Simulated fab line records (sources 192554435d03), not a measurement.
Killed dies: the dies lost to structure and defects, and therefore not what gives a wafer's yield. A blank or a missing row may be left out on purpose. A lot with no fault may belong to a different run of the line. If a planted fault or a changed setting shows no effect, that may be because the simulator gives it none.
fab line records	flow n5_finfet	part 1 of 2: steps 1 to 29 of 37
record lots=5	wafers=15	last_day=17
route steps=1938 shown WELL_APT@32 PMOS_HMC_CHANNEL_EPI@57
lots untouched by any fault: they come from a run of this same line in which no faults occurred
start_h: hours from the record's opening day to when the first of the lot's shown wafers began	wait_h: hours elapsed since this lot's preceding step	" same as the row above	L1.1+2: one row covering several wafers at once	- value missing, or start not given	* or withheld: withheld	< > ~ a bound
route shown NAME@n: names a module that has steps shown in the file, with the first one's number in the route	usual: mean and standard deviation over wafers with no fault	same: alike in all rows	chamber/n: place in a boat	sites: each site's reading	_std_site: the values' standard deviation	_edge_site: the outer-site mean with the inner-site mean subtracted	radius_mm: for every site, how far away it sits from the centre of the wafer	mask NAME#n: copy n	behind: the most recent tool/chamber to have shaped the wafer	hold: why the lot was held/for how many hours/how that ended	device: the transistor (n, p or np) that didn't switch	end of line: the same wafers' tests at the end of the route	a step with no rows: only its recipe	killed: the dies lost at the first sort to structure and to defects; this is not the yield of the wafer	map: a wafer's dies, x killed, . not, _ none there
set.NAME: the setting the step ran with; set.NAME@STEP: the setting that earlier step ran with	model.NAME: the simulator's own value behind a step, which no gauge read
a table for each step, a row for each wafer; lots at some steps of the route
services: when a tool's chamber went out of use (start_h, in hours from the record's first day, below 0 if earlier), for how many hours, and the reason
## steps
# step N5_WELL_APT_IMPLANT_14
# recipe species=P	energy_kev=160	dose_cm2=1.5e+13	tilt_deg=0	rotation_deg=0
lot.wafer	tool	chamber	start_h	wait_h
L078.2+3+4	implanter-01	0	37.81	0.1
L086.2+3+6	implanter-02	0	86.03	0.1
L089.2+4+5	implanter-01	0	104.50	0.1
L092.3+5+6	implanter-02	0	122.08	0.1
L095.2+4+5	implanter-01	0	140.07	0.1
# step N5_WELL_APT_IMPLANT_15
# recipe species=As	energy_kev=25	dose_cm2=1.5e+13	tilt_deg=0	rotation_deg=0
lot.wafer	tool	chamber	start_h	wait_h
L078.2+3+4	implanter-01	0	37.99	0.1
L086.2+3+6	implanter-02	0	86.21	0.1
L089.2+4+5	implanter-01	0	104.68	0.1
L092.3+5+6	implanter-02	0	122.26	0.1
L095.2+4+5	implanter-01	0	140.25	0.1
# step N5_WELL_APT_STRIP_16
# recipe chemistry=SPM	time_s=900	temp_c=130	h2so4_h2o2_vol_ratio=4	dry=ipa_marangoni
# usual bath_guard_temp_C=130.0/0.51
lot.wafer	tool	chamber	start_h	wait_h	bath_guard_temp_C
L078.2	wet_bench-02	2	38.18	0.2	131.1
L078.3	"	6	"	"	129.4
L078.4	"	4	"	"	130.1
L086.2	wet_bench-06	6	86.38	0.1	129.6
L086.3	"	4	"	"	130.5
L086.6	"	5	"	"	129.7
L089.2	wet_bench-02	1	104.86	0.1	130.1
L089.4	"	3	"	"	129.5
L089.5	"	0	"	"	129.8
L092.3	wet_bench-02	4	122.40	0.1	129.9
L092.5	"	3	"	"	130.4
L092.6	"	1	"	"	130.2
L095.2	wet_bench-06	1	140.43	0.1	129.6
L095.4	"	5	"	"	130.0
L095.5	"	7	"	"	130.3
# step N5_WELL_APT_HMDS_18
# recipe time_s=60	temp_c=120
# usual heater_power_total_W=196.9/2.1
lot.wafer	tool	chamber	start_h	wait_h	heater_power_total_W
L078.2	litho_track-04	0	38.75	0.0	194.5
L078.3	"	0	"	"	198.3
L078.4	"	0	"	"	197.2
L086.2	litho_track-03	0	86.66	0.0	199.7
L086.3	"	0	"	"	199.4
L086.6	"	0	"	"	199.3
L089.2	litho_track-04	0	105.14	0.0	199.4
L089.4	"	0	"	"	196.0
L089.5	"	0	"	"	199.4
L092.3	litho_track-04	0	122.68	0.0	195.2
L092.5	"	0	"	"	199.7
L092.6	"	0	"	"	199.8
L095.2	litho_track-03	0	140.70	0.0	194.9
L095.4	"	0	"	"	194.6
L095.5	"	0	"	"	194.7
# step N5_WELL_APT_COAT_19
# recipe spin_rpm=1357	resist_thk_nm=950
# usual dispense_pressure_kPa=46.6/2.6
lot.wafer	tool	chamber	start_h	wait_h	dispense_pressure_kPa
L078.2	litho_track-04	0	-	-	43.9
L078.3	"	0	"	"	43.9
L078.4	"	0	"	"	43.9
L086.2	litho_track-03	0	-	-	47.5
L086.3	"	0	"	"	47.5
L086.6	"	0	"	"	47.4
L089.2	litho_track-04	0	-	-	43.9
L089.4	"	0	"	"	43.9
L089.5	"	0	"	"	43.9
L092.3	litho_track-04	0	-	-	43.9
L092.5	"	0	"	"	44.0
L092.6	"	0	"	"	43.9
L095.2	litho_track-03	0	-	-	47.5
L095.4	"	0	"	"	47.5
L095.5	"	0	"	"	47.5
# step N5_WELL_APT_EBR_21
# recipe solvent=PGMEA	ebr_width_mm=1.5
lot.wafer	tool	chamber	start_h	wait_h
L078.2+3+4	litho_track-04	0	-	-
L086.2+3+6	litho_track-03	0	-	-
L089.2+4+5	litho_track-04	0	-	-
L092.3+5+6	litho_track-04	0	-	-
L095.2+4+5	litho_track-03	0	-	-
# step N5_WELL_APT_SOFTBAKE_20
# recipe temp_c=130	time_s=60
# usual heater_power_total_W=218.8/1.7
lot.wafer	tool	chamber	start_h	wait_h	heater_power_total_W
L078.2	litho_track-04	0	-	-	220.7
L078.3	"	0	"	"	218.6
L078.4	"	0	"	"	218.2
L086.2	litho_track-03	0	-	-	217.2
L086.3	"	0	"	"	217.4
L086.6	"	0	"	"	220.5
L089.2	litho_track-04	0	-	-	219.7
L089.4	"	0	"	"	218.5
L089.5	"	0	"	"	216.9
L092.3	litho_track-04	0	-	-	216.8
L092.5	"	0	"	"	220.1
L092.6	"	0	"	"	220.8
L095.2	litho_track-03	0	-	-	216.9
L095.4	"	0	"	"	217.1
L095.5	"	0	"	"	216.6
# step N5_WELL_APT_EXPOSE_22
# recipe mask_id=PWELL	na=0.8	source_shape=conventional	sigma_outer=0.8	polarization=unpolarized	defocus_nm=0	target_cd_nm=200	dose_mj=23.2
# usual reticle_temp_C=22.99/0.1
lot.wafer	tool	chamber	start_h	wait_h	mask	reticle_temp_C
L078.2	krf_scanner-02	0	38.99	-	PWELL#0	22.98
L078.3	"	0	"	"	PWELL#0	22.99
L078.4	"	0	"	"	PWELL#0	22.85
L086.2	krf_scanner-01	0	86.89	-	PWELL#0	22.96
L086.3	"	0	"	"	PWELL#0	22.84
L086.6	"	0	"	"	PWELL#0	23.10
L089.2	krf_scanner-02	0	105.36	-	PWELL#0	23.07
L089.4	"	0	"	"	PWELL#0	22.95
L089.5	"	0	"	"	PWELL#0	23.13
L092.3	krf_scanner-01	0	122.91	-	PWELL#0	22.90
L092.5	"	0	"	"	PWELL#0	23.14
L092.6	"	0	"	"	PWELL#0	22.91
L095.2	krf_scanner-02	0	140.93	-	PWELL#0	22.97
L095.4	"	0	"	"	PWELL#0	22.86
L095.5	"	0	"	"	PWELL#0	22.91
# step N5_WELL_APT_PEB_23
# recipe peb_temp_c=130	peb_time_s=90
# usual heater_power_total_W=172.4/0.81
lot.wafer	tool	chamber	start_h	wait_h	heater_power_total_W
L078.2	litho_track-04	0	39.04	0.0	172.9
L078.3	"	0	"	"	173.0
L078.4	"	0	"	"	171.6
L086.2	litho_track-01	0	86.94	0.0	172.2
L086.3	"	0	"	"	173.7
L086.6	"	0	"	"	171.8
L089.2	litho_track-01	0	105.42	0.0	173.7
L089.4	"	0	"	"	172.4
L089.5	"	0	"	"	173.2
L092.3	litho_track-03	0	122.96	0.0	172.4
L092.5	"	0	"	"	172.2
L092.6	"	0	"	"	172.0
L095.2	litho_track-04	0	140.98	0.0	170.9
L095.4	"	0	"	"	172.6
L095.5	"	0	"	"	172.4
# step N5_WELL_APT_DEVELOP_24
# recipe develop_time_s=45	rinse_liquid=surfactant_rinse	dry=air_spin	dev_temp_c=21
lot.wafer	tool	chamber	start_h	wait_h
L078.2+3+4	litho_track-04	0	-	-
L086.2+3+6	litho_track-01	0	-	-
L089.2+4+5	litho_track-01	0	-	-
L092.3+5+6	litho_track-03	0	-	-
L095.2+4+5	litho_track-04	0	-	-
# step N5_WELL_APT_HARDBAKE_29
# recipe temp_c=130	time_s=120
# usual heater_power_total_W=148.1/0.91
lot.wafer	tool	chamber	start_h	wait_h	heater_power_total_W
L078.2	litho_track-04	0	-	-	149.3
L078.3	"	0	"	"	149.2
L078.4	"	0	"	"	148.7
L086.2	litho_track-01	0	-	-	149.1
L086.3	"	0	"	"	146.5
L086.6	"	0	"	"	148.2
L089.2	litho_track-01	0	-	-	149.1
L089.4	"	0	"	"	146.3
L089.5	"	0	"	"	149.1
L092.3	litho_track-03	0	-	-	149.0
L092.5	"	0	"	"	149.2
L092.6	"	0	"	"	146.7
L095.2	litho_track-04	0	-	-	149.1
L095.4	"	0	"	"	147.4
L095.5	"	0	"	"	147.9
# step N5_WELL_APT_CD_MEAS_25
# recipe target_cd_nm=200	landing_energy_ev=500	detector=se_inlens
# usual cd_nm=201.2/2.2
lot.wafer	tool	chamber	start_h	wait_h	cd_nm
L078.2	cd_sem-02	0	39.15	-	206.0
L078.3	"	0	"	"	203.7
L078.4	"	0	"	"	204.2
L086.2	cd_sem-03	0	87.06	-	200.1
L086.3	"	0	"	"	199.1
L086.6	"	0	"	"	199.3
L089.2	cd_sem-01	0	105.54	-	200.5
L089.4	"	0	"	"	199.3
L089.5	"	0	"	"	198.6
L092.3	cd_sem-02	0	123.08	-	201.0
L092.5	"	0	"	"	202.4
L092.6	"	0	"	"	198.6
L095.2	cd_sem-02	0	141.10	-	204.6
L095.4	"	0	"	"	200.1
L095.5	"	0	"	"	203.4
# step N5_WELL_APT_OVL_MEAS_26
# recipe points_per_wafer=44
# usual PWELL_OVL=-1/5.1
lot.wafer	tool	chamber	start_h	wait_h	PWELL_OVL[nm]
L078.2	overlay-02	0	39.18	0.0	-8
L078.3	"	0	"	"	-4
L078.4	"	0	"	"	-3
L086.2	overlay-01	0	87.09	0.0	-3
L086.3	"	0	"	"	-8
L086.6	"	0	"	"	-10
L089.2	overlay-02	0	105.57	0.0	-6
L089.4	"	0	"	"	-4
L089.5	"	0	"	"	5
L092.3	overlay-02	0	123.11	0.0	4
L092.5	"	0	"	"	0
L092.6	"	0	"	"	2
L095.2	overlay-02	0	141.13	0.0	-4
L095.4	"	0	"	"	0
L095.5	"	0	"	"	1
# step N5_WELL_APT_INSPECT_27
# recipe mode=adi	inspect_instrument=macro
# usual raw_defect_count=2/1.4
lot.wafer	tool	chamber	start_h	wait_h	raw_defect_count
L078.2	defect_inspect-02	-	39.21	0.0	0
L078.3	"	-	"	"	6
L078.4	"	-	"	"	4
L086.2	defect_inspect-02	-	87.11	0.0	2
L086.3	"	-	"	"	1
L086.6	"	-	"	"	0
L089.2	defect_inspect-01	-	105.59	0.0	1
L089.4	"	-	"	"	3
L089.5	"	-	"	"	3
L092.3	defect_inspect-02	-	123.13	0.0	5
L092.5	"	-	"	"	6
L092.6	"	-	"	"	3
L095.2	defect_inspect-02	-	141.15	0.0	1
L095.4	"	-	"	"	2
L095.5	"	-	"	"	1
# step N5_WELL_APT_DESCUM_30
# recipe chemistry=O2	time_s=7.9	source_power_w=50	bias_power_w=20	pressure_mtorr=20	rf_frequency_hz=2.712e+07	temp_c=40	o2_flow_sccm=225
# usual drypump_motor_current_A=5.9/0.4	oes_product_au=0.78/0.1	rf_vpp_V=243.2/1.4	showerhead_plenum_p_Torr=2.09/0.075	throttle_valve_pct=20.5/0.31
lot.wafer	tool	chamber	start_h	wait_h	drypump_motor_current_A	oes_product_au	rf_hours_counter_h	rf_vpp_V	showerhead_plenum_p_Torr	throttle_valve_pct
L078.2	rie_diel-05	1	39.24	0.0	5.8	0.70	227	240.9	2.07	20.7
L078.3	"	0	"	"	5.5	0.94	5	243.0	2.12	19.7
L078.4	"	2	"	"	5.2	0.84	61	242.0	2.04	20.0
L086.2	rie_diel-04	1	87.15	0.0	6.4	1.00	0	244.9	2.25	20.6
L086.3	"	0	"	"	5.7	0.67	241	244.3	2.05	20.7
L086.6	"	2	"	"	5.9	0.68	-	241.4	2.01	20.5
L089.2	rie_diel-05	1	105.63	0.0	5.8	0.68	250	243.2	2.06	20.8
L089.4	"	0	"	"	5.4	0.90	26	242.2	2.11	19.7
L089.5	"	3	"	"	5.6	0.74	-	244.0	2.17	20.5
L092.3	rie_diel-05	0	123.33	0.2	5.5	0.89	33	244.6	2.11	19.7
L092.5	"	2	"	"	5.2	0.80	-	241.7	2.03	20.1
L092.6	"	3	"	"	5.6	0.72	-	244.9	2.17	20.5
L095.2	rie_diel-04	1	141.18	0.0	6.4	0.92	21	245.5	2.24	20.6
L095.4	"	0	"	"	5.7	1.00	2	242.7	2.05	20.5
L095.5	"	0	"	"	5.7	0.99	-	242.6	2.05	20.5
# step N5_WELL_APT_IMPLANT_31
# recipe species=B	energy_kev=60	dose_cm2=1.5e+13	tilt_deg=0	rotation_deg=0
lot.wafer	tool	chamber	start_h	wait_h
L078.2+3+4	implanter-02	0	39.37	0.1
L086.2+3+6	implanter-01	0	87.28	0.1
L089.2+4+5	implanter-02	0	105.76	0.1
L092.3+5+6	implanter-01	0	123.49	0.1
L095.2+4+5	implanter-02	0	141.31	0.1
# step N5_WELL_APT_IMPLANT_32
# recipe species=BF2	energy_kev=50	dose_cm2=2e+13	tilt_deg=0	rotation_deg=0
lot.wafer	tool	chamber	start_h	wait_h
L078.2+3+4	implanter-02	0	39.55	0.1
L086.2+3+6	implanter-01	0	87.46	0.1
L089.2+4+5	implanter-02	0	105.94	0.1
L092.3+5+6	implanter-01	0	123.67	0.1
L095.2+4+5	implanter-02	0	141.49	0.1
# step N5_WELL_APT_STRIP_33
# recipe chemistry=SPM	time_s=900	temp_c=130	h2so4_h2o2_vol_ratio=4	dry=ipa_marangoni
# usual bath_guard_temp_C=130.0/0.47
lot.wafer	tool	chamber	start_h	wait_h	bath_guard_temp_C
L078.2	wet_bench-02	6	39.73	0.1	129.5
L078.3	"	3	"	"	129.9
L078.4	"	2	"	"	131.2
L086.2	wet_bench-06	6	87.63	0.1	129.3
L086.3	"	4	"	"	130.5
L086.6	"	1	"	"	129.6
L089.2	wet_bench-06	3	106.11	0.1	130.7
L089.4	"	0	"	"	129.6
L089.5	"	4	"	"	130.4
L092.3	wet_bench-02	1	123.81	0.1	129.8
L092.5	"	6	"	"	129.7
L092.6	"	0	"	"	130.2
L095.2	wet_bench-06	4	141.67	0.1	130.2
L095.4	"	2	"	"	129.9
L095.5	"	7	"	"	130.0
# step N5_WELL_APT_RTA_34
# recipe temp_c=1000	time_s=10	ambient=N2	idle_temp_c=600	ramp_up_c_per_s=150	ramp_down_c_per_s=60	cool_to_c=600
# usual lamp_power_pct=13.01/0.05	lamp_zone_5_pct=12.999/0.03	wafer_temp_C_max=1003.7/1
lot.wafer	tool	chamber	start_h	wait_h	lamp_power_pct	lamp_zone_5_pct	wafer_temp_C_max
L078.2	rtp_anneal-02	0	40.32	0.0	12.92	12.920	1005.9
L078.3	"	0	"	"	12.94	12.990	1004.4
L078.4	"	0	"	"	13.06	12.984	1005.0
L086.2	rtp_anneal-01	0	87.93	0.0	12.99	13.001	1003.9
L086.3	"	0	"	"	12.97	12.953	1001.9
L086.6	"	0	"	"	13.00	13.001	1003.0
L089.2	rtp_anneal-02	0	106.44	0.1	12.98	12.996	1003.9
L089.4	"	0	"	"	13.08	13.011	1003.7
L089.5	"	0	"	"	12.95	13.027	1003.9
L092.3	rtp_anneal-02	0	124.31	0.2	13.12	13.021	1003.2
L092.5	"	0	"	"	13.03	12.980	1002.6
L092.6	"	0	"	"	12.87	13.077	1004.7
L095.2	rtp_anneal-01	0	142.00	0.1	12.95	13.013	1002.5
L095.4	"	0	"	"	13.02	13.012	1003.6
L095.5	"	0	"	"	13.01	13.023	1004.3
# step N5_WELL_APT_OXIDE_STRIP_42
# recipe chemistry=dHF	dilution=25:1	time_s=45	temp_c=25	target=SiO2	target_depth_a=120
lot.wafer	tool	chamber	start_h	wait_h
L078.2+3+4	wet_bench-03	3,0,2	40.46	0.1
L086.2+3+6	wet_bench-03	1,5,0	88.07	0.1
L089.2+4+5	wet_bench-02	4,7,5	106.57	0.1
L092.3+5+6	wet_bench-02	3,7,4	124.42	0.1
L095.2+4+5	wet_bench-06	1,0,4	142.14	0.1
# step N5_WELL_APT_PRECLEAN_36
# recipe chemistry=O3/DIW	time_s=45	temp_c=22	o3_ppm=10
lot.wafer	tool	chamber	start_h	wait_h
L078.2+3+4	wet_bench-03	3,0,2	40.48	0.0
L086.2+3+6	wet_bench-03	1,5,0	88.10	0.0
L089.2+4+5	wet_bench-02	4,7,5	106.58	0.0
L092.3+5+6	wet_bench-02	3,7,4	124.43	0.0
L095.2+4+5	wet_bench-06	1,0,4	142.16	0.0
# step N5_WELL_APT_PRECLEAN_39
# recipe chemistry=dHF	time_s=60	dilution=150:1	temp_c=25
lot.wafer	tool	chamber	start_h	wait_h
L078.2+3+4	wet_bench-03	3,0,2	40.49	0.0
L086.2+3+6	wet_bench-03	1,5,0	88.13	0.0
L089.2+4+5	wet_bench-02	4,7,5	106.60	0.0
L092.3+5+6	wet_bench-02	3,7,4	124.45	0.0
L095.2+4+5	wet_bench-06	1,0,4	142.17	0.0
# step N5_WELL_APT_SRD_37
# recipe dry=ipa_marangoni	do_ppb=5	time_s=30	temp_c=23	rinse_liquid=diw
lot.wafer	tool	chamber	start_h	wait_h
L078.2+3+4	wet_bench-03	3,0,2	40.51	0.0
L086.2+3+6	wet_bench-03	1,5,0	88.16	0.0
L089.2+4+5	wet_bench-02	4,7,5	106.61	0.0
L092.3+5+6	wet_bench-02	3,7,4	124.46	0.0
L095.2+4+5	wet_bench-06	1,0,4	142.19	0.0
# step N5_WELL_APT_EPI_41
# recipe material=Si	target_thk_a=500	temp_c=650	precursor=SiH4/H2	pressure_torr=20	time_s=297.7
# usual throttle_valve_pct=11.4/0.39
lot.wafer	tool	chamber	start_h	wait_h	throttle_valve_pct
L078.2	epi_rpcvd-03	0	40.66	0.1	11.7
L078.3	"	0	"	"	11.3
L078.4	"	0	"	"	11.4
L086.2	epi_rpcvd-03	0	88.36	0.2	11.3
L086.3	"	0	"	"	11.1
L086.6	"	0	"	"	11.2
L089.2	epi_rpcvd-02	0	106.76	0.1	12.2
L089.4	"	0	"	"	12.3
L089.5	"	0	"	"	12.1
L092.3	epi_rpcvd-03	0	124.71	0.2	11.2
L092.5	"	0	"	"	11.5
L092.6	"	0	"	"	11.3
L095.2	epi_rpcvd-04	0	142.34	0.1	11.2
L095.4	"	0	"	"	10.9
L095.5	"	0	"	"	11.1
# step N5_WELL_APT_INSPECT_38
# recipe inspect_instrument=darkfield	mode=post_epi
# usual raw_defect_count=13/5
lot.wafer	tool	chamber	start_h	wait_h	raw_defect_count
L078.2	defect_inspect-02	-	41.19	0.4	13
L078.3	"	-	"	"	9
L078.4	"	-	"	"	8
L086.2	defect_inspect-02	-	89.06	0.6	18
L086.3	"	-	"	"	9
L086.6	"	-	"	"	11
L089.2	defect_inspect-02	-	107.32	0.5	17
L089.4	"	-	"	"	7
L089.5	"	-	"	"	12
L092.3	defect_inspect-01	-	125.15	0.3	6
L092.5	"	-	"	"	17
L092.6	"	-	"	"	8
L095.2	defect_inspect-02	-	142.87	0.4	13
L095.4	"	-	"	"	12
L095.5	"	-	"	"	12
# step N5_PMOS_HMC_CHANNEL_EPI_HM_DEP_34
# recipe material=SiO2	target_thk_a=360	temp_c=400	precursor=TEOS/O2	pressure_torr=6.5	rf_w=900	teos_flow_sccm=161.4	gas=O2	flow_sccm=2650	time_s=6.9
# usual heater_power_w=556/85	showerhead_plenum_p_Torr=8.352/0.026	throttle_valve_pct=18.8/0.84
lot.wafer	tool	chamber	start_h	wait_h	heater_power_w	showerhead_plenum_p_Torr	throttle_valve_pct
L078.2	pecvd-03	2	41.23	0.0	688	8.335	18.6
L078.3	"	0	"	"	632	8.387	18.7
L078.4	"	0	"	"	646	8.410	18.8
L086.2	pecvd-03	0	89.10	0.0	623	8.409	18.9
L086.3	"	2	"	"	573	8.381	18.3
L086.6	"	0	"	"	636	8.399	18.8
L089.2	pecvd-03	1	107.35	0.0	523	8.309	17.4
L089.4	"	0	"	"	562	8.392	18.9
L089.5	"	1	"	"	531	8.317	17.7
L092.3	pecvd-04	2	125.19	0.0	473	8.330	17.7
L092.5	"	0	"	"	539	8.343	19.6
L092.6	"	2	"	"	480	8.371	17.9
L095.2	pecvd-04	0	142.91	0.0	589	8.324	19.6
L095.4	"	1	"	"	525	8.349	20.1
L095.5	"	0	"	"	609	8.333	19.4
# step N5_PMOS_HMC_CHANNEL_EPI_COAT_31
# recipe resist=BARC	temp_c=205	time_s=60	spin_rpm=1500	resist_thk_nm=66
# usual dispense_pressure_kPa=50.6/0.32	heater_power_total_W=391.8/1.4
lot.wafer	tool	chamber	start_h	wait_h	dispense_pressure_kPa	heater_power_total_W
L078.2	litho_track-01	0	41.29	0.0	50.3	391.5
L078.3	"	0	"	"	50.3	393.3
L078.4	"	0	"	"	50.3	393.9
L086.2	litho_track-01	0	89.15	0.0	50.3	392.8
L086.3	"	0	"	"	50.3	391.4
L086.6	"	0	"	"	50.3	392.2
L089.2	litho_track-05	0	107.41	0.0	51.2	393.1
L089.4	"	0	"	"	51.2	393.3
L089.5	"	0	"	"	51.2	393.1
L092.3	litho_track-01	0	125.24	0.0	50.3	390.3
L092.5	"	0	"	"	50.3	392.2
L092.6	"	0	"	"	50.4	390.2
L095.2	litho_track-01	0	142.97	0.0	50.3	391.1
L095.4	"	0	"	"	50.3	392.4
L095.5	"	0	"	"	50.3	390.4
# step N5_PMOS_HMC_CHANNEL_EPI_COAT_03
# recipe resist=CAR-ArF-block	spin_rpm=1500	resist_thk_nm=205
# usual dispense_pressure_kPa=50.5/0.32
lot.wafer	tool	chamber	start_h	wait_h	dispense_pressure_kPa
L078.2	litho_track-01	0	-	-	50.3
L078.3	"	0	"	"	50.3
L078.4	"	0	"	"	50.3
L086.2	litho_track-01	0	-	-	50.3
L086.3	"	0	"	"	50.3
L086.6	"	0	"	"	50.3
L089.2	litho_track-05	0	-	-	51.1
L089.4	"	0	"	"	51.2
L089.5	"	0	"	"	51.2
L092.3	litho_track-01	0	-	-	50.3
L092.5	"	0	"	"	50.3
L092.6	"	0	"	"	50.3
L095.2	litho_track-01	0	-	-	50.3
L095.4	"	0	"	"	50.4
L095.5	"	0	"	"	50.3
# step N5_PMOS_HMC_CHANNEL_EPI_EBR_05
# recipe solvent=PGMEA	ebr_width_mm=1.5
lot.wafer	tool	chamber	start_h	wait_h
L078.2+3+4	litho_track-01	0	-	-
L086.2+3+6	litho_track-01	0	-	-
L089.2+4+5	litho_track-05	0	-	-
L092.3+5+6	litho_track-01	0	-	-
L095.2+4+5	litho_track-01	0	-	-
